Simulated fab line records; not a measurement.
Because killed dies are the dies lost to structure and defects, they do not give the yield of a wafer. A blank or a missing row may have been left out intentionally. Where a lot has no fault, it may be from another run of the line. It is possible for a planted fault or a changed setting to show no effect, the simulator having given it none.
What tool caused it? ; flow n5Finfet ; 11 lots, 31 wafers sampled, at 4 steps of a route of 1938

## WHAT EACH GAUGE READ, for each wafer
N5_BEOL_M8_THK_MEAS_01. Usual: for M8_ILD_THK the level is 155.0 nm and the standard deviation is 2.4.
lot;measured;on;M8_ILD_THK (nm);flag
L839;day 9 12:46;filmMetro-01;154.9 153.0 155.6;
L843;day 10 21:34;filmMetro-02;151.4 150.1 154.3;
L846;day 11 02:13;filmMetro-02;153.0 155.3 156.1;
L842;day 11 11:47;filmMetro-02;155.2 157.3;
L850;day 12 09:35;filmMetro-01;180.0 180.1 184.5;OFF
L851;day 12 19:45;filmMetro-02;178.1 182.1 185.1;OFF
L852;day 12 20:41;filmMetro-02;181.4 184.5 182.8;OFF
L853;day 13 07:54;filmMetro-02;150.8 156.1 156.2;
L856;day 13 18:05;filmMetro-01;152.7 152.3 155.4;
L858;day 14 00:56;filmMetro-02;153.5 156.3 157.1;
L857;day 14 05:06;filmMetro-02;156.7 152.7;

## TOOL THAT RAN EACH LOT (tool first, then ch and the chambers of the sampled wafers, then the start)
lot;N5_BEOL_M7_STRIP_80;N5_BEOL_M7_PRE_CLEAN_45;N5_BEOL_M8_CURE_74
L839;rieDiel-01 ch 1,2,3, day 9 10:28 or earlier;pvdSputter-01, day 9 10:28;uvCure-01 ch 2, day 9 12:14
L843;rieDiel-01 ch 0,3, day 10 19:10 or earlier;pvdSputter-03, day 10 19:10;uvCure-03 ch 1, day 10 21:08
L846;rieDiel-01 ch 0,1,2, day 10 23:13 or earlier;pvdSputter-02, day 10 23:13;uvCure-01 ch 2, day 11 01:14
L842;rieDiel-05 ch 0,1, day 11 09:03 or earlier;pvdSputter-03, day 11 09:03;uvCure-01 ch 0, day 11 10:57
L850;rieDiel-03 ch 1,2,3, day 12 07:23 or earlier;pvdSputter-01, day 12 07:23;uvCure-03 ch 2, day 12 09:04
L851;rieDiel-03 ch 0,2,3, day 12 17:08 or earlier;pvdSputter-01, day 12 17:08;uvCure-01 ch 0, day 12 19:14
L852;rieDiel-05 ch 1,2,3, day 12 17:58 or earlier;pvdSputter-03, day 12 17:58;uvCure-02 ch 0, day 12 20:14
L853;rieDiel-05 ch 0,1,2, day 13 05:15 or earlier;pvdSputter-03, day 13 05:15;uvCure-03 ch 1, day 13 07:23
L856;rieDiel-01 ch 1,3, day 13 15:18 or earlier;pvdSputter-02, day 13 15:18;uvCure-02 ch 1, day 13 17:39
L858;rieDiel-03 ch 1,2, day 13 22:24 or earlier;pvdSputter-03, day 13 22:24;uvCure-02 ch 0, day 14 00:35
L857;rieDiel-03 ch 1,2, day 14 02:35 or earlier;pvdSputter-03, day 14 02:35;uvCure-03 ch 1, day 14 04:40
- N5_BEOL_M7_STRIP_80: strips in N2/H2, time 10 s.
- N5_BEOL_M7_PRE_CLEAN_45: time 30 s.
- N5_BEOL_M8_CURE_74: cures SiCOH lowk, time 240 s.

## WHAT THE TOOLS THEMSELVES READ (means of the sampled wafers that have a number; where no wafer has one, the mark that the record gives instead)
N5_BEOL_M7_STRIP_80. Usual: drypumpMotorCurrentA 5.8 A, standard deviation 0.49; oesProductAu 0.80 a.u., standard deviation 0.077; rfVppV 59.2 V, standard deviation 0.85; showerheadPlenumPTorr 2.53 Torr, standard deviation 0.074; throttleValvePct 23.5 %, standard deviation 0.38.
lot;tool;drypumpMotorCurrentA (A);oesProductAu (a.u.);rfVppV (V);showerheadPlenumPTorr (Torr);throttleValvePct (%);flag
L839;rieDiel-01;5.6;0.87;59.1;2.50;23.2;
L843;rieDiel-01;5.9;0.85;59.3;2.53;23.5;
L846;rieDiel-01;5.4;0.87;58.6;2.46;23.1;
L842;rieDiel-05;5.5;0.86;57.8;2.51;23.4;
L850;rieDiel-03;6.3;0.78;59.4;2.58;23.4;
L851;rieDiel-03;6.1;0.80;59.0;2.60;23.7;
L852;rieDiel-05;5.6;0.83;58.3;2.55;23.5;
L853;rieDiel-05;5.4;0.83;59.9;2.48;23.4;
L856;rieDiel-01;5.8;0.81;59.7;2.52;23.3;
L858;rieDiel-03;6.3;0.74;59.4;2.52;23.4;
L857;rieDiel-03;6.2;0.73;59.9;2.52;23.4;

N5_BEOL_M7_PRE_CLEAN_45. Usual: 331 W for heaterPowerW, sd 40.
lot;tool;heaterPowerW (W);flag
L839;pvdSputter-01;315;
L843;pvdSputter-03;308;
L846;pvdSputter-02;342;
L842;pvdSputter-03;288;
L850;pvdSputter-01;349;
L851;pvdSputter-01;326;
L852;pvdSputter-03;294;
L853;pvdSputter-03;351;
L856;pvdSputter-02;336;
L858;pvdSputter-03;312;
L857;pvdSputter-03;328;

N5_BEOL_M8_CURE_74. Usual: lampPowerPct 52.31 %, standard deviation 0.057; runLengthS 286.8 s, standard deviation 1.5; wafer_temp_C_max 386.8, standard deviation 0.58.
lot;tool;lampPowerPct (%);runLengthS (s);wafer_temp_C_max;flag
L839;uvCure-01;52.26;286.7;386.5;
L843;uvCure-03;52.32;286.0;386.4;
L846;uvCure-01;52.37;290.3;386.8;
L842;uvCure-01;52.29;290.4;387.4;
L850;uvCure-03;-;-;-;OFF
L851;uvCure-01;-;-;-;OFF
L852;uvCure-02;-;-;-;OFF
L853;uvCure-03;52.33;286.2;386.9;
L856;uvCure-02;52.35;287.1;386.7;
L858;uvCure-02;52.33;286.2;386.8;
L857;uvCure-03;52.41;286.1;386.6;

## THE ANSWER, worked out from the rows above alone
Rule: lot off if the mean of its wafers having a number is beyond 3 standard deviations from the usual mean. A lot without any number at a reading at which 4 lots or more have one is off too. All remaining lots with rows at the step are treated as sound. First the gauges in route order, then the tools' own readings, where a lot's mean is used as printed above. At the first step where some lot is off, the reading lying furthest off is the one used; lots without a number count as furthest.
Off: L850, L851, L852, seen at N5_BEOL_M8_THK_MEAS_01 (M8_ILD_THK).
A tool fits if, at a process step before that reading, it ran every lot that is off, and no sound lot after the first of them. Not tried: the gauges at N5_BEOL_M8_THK_MEAS_01; whatever is off there is also off at N5_BEOL_M8_CURE_74, on other tools, and gauge error can't account for it. With no start given for some of its lots, N5_BEOL_M7_STRIP_80 uses the hours and lot order of N5_BEOL_M7_PRE_CLEAN_45. Not one of the candidates tried fits.

## WHAT WAS PUT IN BY THE SIMULATOR
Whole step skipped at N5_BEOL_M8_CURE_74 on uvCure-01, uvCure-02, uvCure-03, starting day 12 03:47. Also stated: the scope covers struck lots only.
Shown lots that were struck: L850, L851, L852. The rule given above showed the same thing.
